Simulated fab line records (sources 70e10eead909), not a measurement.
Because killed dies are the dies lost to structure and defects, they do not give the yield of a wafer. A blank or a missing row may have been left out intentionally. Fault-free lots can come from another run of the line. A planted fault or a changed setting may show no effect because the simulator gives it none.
Matching of chambers    flow nand harc    NHARC_A_STAIRCASE_DESCUM_219 on rie diel-08: 4 sister chambers
The step chemistry O2, time 3 s. 4 wafers are shown with their chamber, then 8 later ones without.

## WAFERS WITH THEIR CHAMBER
wafer   chamber  drypump motor current A (A)
L081.2  1        5.7
L088.2  2        6.3
L088.6  3        5.9
L089.1  0        4.9

## WAFERS WHOSE CHAMBER IS MISSING
wafer   drypump motor current A (A)
L089.5  6.3
L089.6  5.9
L095.1  6.3
L095.3  4.9
L095.4  5.9
L097.1  5.9
L097.3  5.7
L097.4  4.8

## CHAMBER TAKEN BY EACH
wafer   from the rows above  in truth
L089.5  2                    2
L089.6  3                    3
L095.1  2                    2
L095.3  0                    0
L095.4  3                    3
L097.1  3                    3
L097.3  1                    1
L097.4  0                    0
Correct placement for 8 of the 8. Left unplaced by these rows: 0. Number placed wrongly: 0.
How it was worked out, from the rows above alone: a wafer's distance from a chamber is the root of the sum, over the readings, of the square of ((its reading less the chamber's mean) divided by the reading's scatter). If the next closest chamber is less than 2 further off than the closest, the wafer can't be placed; otherwise it belongs to the closest. For every chamber, the mean is computed from those of its wafers that are shown. The scatter: with one shown wafer a chamber, the root of the mean of the squares of how far each hidden wafer lies from its nearest shown one.
